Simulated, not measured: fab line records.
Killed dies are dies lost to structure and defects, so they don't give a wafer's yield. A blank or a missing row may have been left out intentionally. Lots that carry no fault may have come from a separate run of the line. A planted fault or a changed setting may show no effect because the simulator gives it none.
Comparing a struck lot with a sound one	flow nandHarc	38 steps out of a route of 1159
Sound: wafers L944.1, L944.4, L944.5. Wafers L940.1, L940.2, L940.6 were the ones struck. At the end, the cause is stated.
At each step with rows: each side's tool, then ch and its chambers, then its first start. Under that, the readings that differ: sound wafers	struck wafers	difference of the means	sigmas: that difference in standard deviations of wafers without a fault.
alike: readings whose means differ by less than 2 such deviations, and words and numbers that are the same on both sides. not compared: withheld readings, readings that some wafer has no value for, bounds like >300 that may hide the same value, and numbers for which the record gives no deviation and whose values overlap.
The two part at a step that has a row with sigmas, a row that says differs or no value, or rows on one side only. When numbers do not overlap yet have no deviation, they are printed without sigmas and do not part them. Lack of a reading on every wafer of one side parts them only where that side has two or more wafers.

first, 8 steps without rows for these wafers: NHARC_A_STAIRCASE_SOFTBAKE_305 (time 170 s); NHARC_A_STAIRCASE_EBR_306; NHARC_A_STAIRCASE_EXPOSE_307 (exposes mask CHOP 50); NHARC_A_STAIRCASE_PEB_308 (peb time 130 s); NHARC_A_STAIRCASE_DEVELOP_309 (time 140 s); NHARC_A_STAIRCASE_HARDBAKE_311 (time 140 s); NHARC_A_STAIRCASE_DESCUM_312 (chemistry O2, time 3 s); NHARC_A_STAIRCASE_ETCH_313 (etches the open film in CF4/CHF3).
NHARC_A_STAIRCASE_HM_OPEN_463: chemistry O2/COS.
  sound: rieDiel-12 ch 0,1,3; struck: rieDiel-11 ch 1,2,3
  alike: drypumpMotorCurrentA, oesProductAu, rfFwdPowerW, rfVppV, showerheadPlenumPTorr, throttleValvePct
  not compared: rfHoursCounterH
then, 1 step without rows for these wafers: NHARC_A_STAIRCASE_STRIP_464 (strips in O2/COS).
NHARC_A_STAIRCASE_ETCH_453: etches the open film in CF4/O2, target depth 30 nm, overetch 3 nm, time 16.5 s.
  sound: rieDiel-12 ch 0,1,3; struck: rieDiel-11 ch 0,2
  alike: drypumpMotorCurrentA, oesProductAu, rfFwdPowerW, rfVppV, showerheadPlenumPTorr, throttleValvePct
  not compared: rfHoursCounterH
NHARC_A_STAIRCASE_ETCH_315: etches the open film in C4F8/O2/Ar, target depth 2500 nm, time 607.1 s.
  sound on rieDiel-12 ch 0,1, day 16 11:59; struck on rieDiel-11 ch 0,1, day 15 11:23
  alike: oesProductAu, rfFwdPowerW, rfVppV
  not compared: rfHoursCounterH
then, 6 steps without rows for these wafers: NHARC_A_STAIRCASE_STRIP_316 (strips in O2); NHARC_A_STAIRCASE_STRIP_317 (strips in SPM, time 900 s); NHARC_A_STAIRCASE_PRECLEAN_318 (cleans in SC1); NHARC_A_STAIRCASE_SRD_329; NHARC_A_STAIRCASE_ALD_415 (deposits SiO2, target thk 30 nm, pulse time 6 s, ald cycles 300); NHARC_A_STAIRCASE_ETCHBACK_416 (etches the open film in C4F8/O2/Ar, target depth 36 nm, time 7.2 s).
NHARC_A_STAIRCASE_STRIP_476: strips in O2, time 20 s.
  sound on rieDiel-04 ch 0,2, day 16 15:26; struck on rieDiel-04 ch 0,2, day 15 16:13
  alike: drypumpMotorCurrentA, oesProductAu, rfVppV, showerheadPlenumPTorr, throttleValvePct
  not compared: rfHoursCounterH
NHARC_A_STAIRCASE_DEP_417: deposits Si3N4, target thk 60 nm.
  sound on pecvd-01 ch 0,1,2, day 16 15:37; struck on pecvd-03 ch 1,2, day 15 16:18
  alike: heaterPowerW, rfFwdPowerW
then, 3 steps without rows for these wafers: NHARC_A_STAIRCASE_WET_418 (chemistry H3PO4, target depth 20 nm); NHARC_A_STAIRCASE_PRECLEAN_419 (cleans in SC1); NHARC_A_STAIRCASE_SRD_421.
NHARC_A_STAIRCASE_ALD_420: deposits SiO2, target thk 20 nm, pulse time 6 s, ald cycles 200.
  sound on aldHk-03 ch 0,1, day 16 19:19; struck on aldHk-03 ch 0,1,2, day 15 20:23
  alike: heaterPowerW, precursorPulseHeightRel
then, 13 steps without rows for these wafers: NHARC_A_STAIRCASE_CVD_552 (deposits SiNx, target thk 40 nm); NHARC_A_STAIRCASE_DEP_151 (deposits SiO2, target thk 3800 nm); NHARC_A_STAIRCASE_ANNEAL_320 (time 1800 s); NHARC_A_STAIRCASE_DEP_322 (deposits SiO2, target thk 3800 nm); NHARC_A_STAIRCASE_ANNEAL_323 (time 1800 s); NHARC_A_STAIRCASE_DEP_325 (deposits SiO2, target thk 3800 nm); NHARC_A_STAIRCASE_ANNEAL_326 (time 1800 s); NHARC_A_STAIRCASE_DEHYDRATE_433 (time 120 s); NHARC_A_STAIRCASE_HMDS_434 (time 30 s); NHARC_A_STAIRCASE_COAT_435; NHARC_A_STAIRCASE_SOFTBAKE_436 (time 170 s); NHARC_A_STAIRCASE_EBR_437; NHARC_A_STAIRCASE_EXPOSE_438 (exposes mask STAIR REV).
-- break in the record here, with 7 days between the starts of the struck wafers on either side (left off in module A_STAIRCASE, picked up again in module END, where the first step shown is number 1159 on the route) --
NHARC_END_SORT_01:
  here the record holds rows for the struck wafers (prober-02 ch 0, day 22 15:27) but none for the sound ones

== WHERE THEY PART ==
At NHARC_END_SORT_01 and nowhere else, as far as this record goes.

WHY: what the simulator had put in
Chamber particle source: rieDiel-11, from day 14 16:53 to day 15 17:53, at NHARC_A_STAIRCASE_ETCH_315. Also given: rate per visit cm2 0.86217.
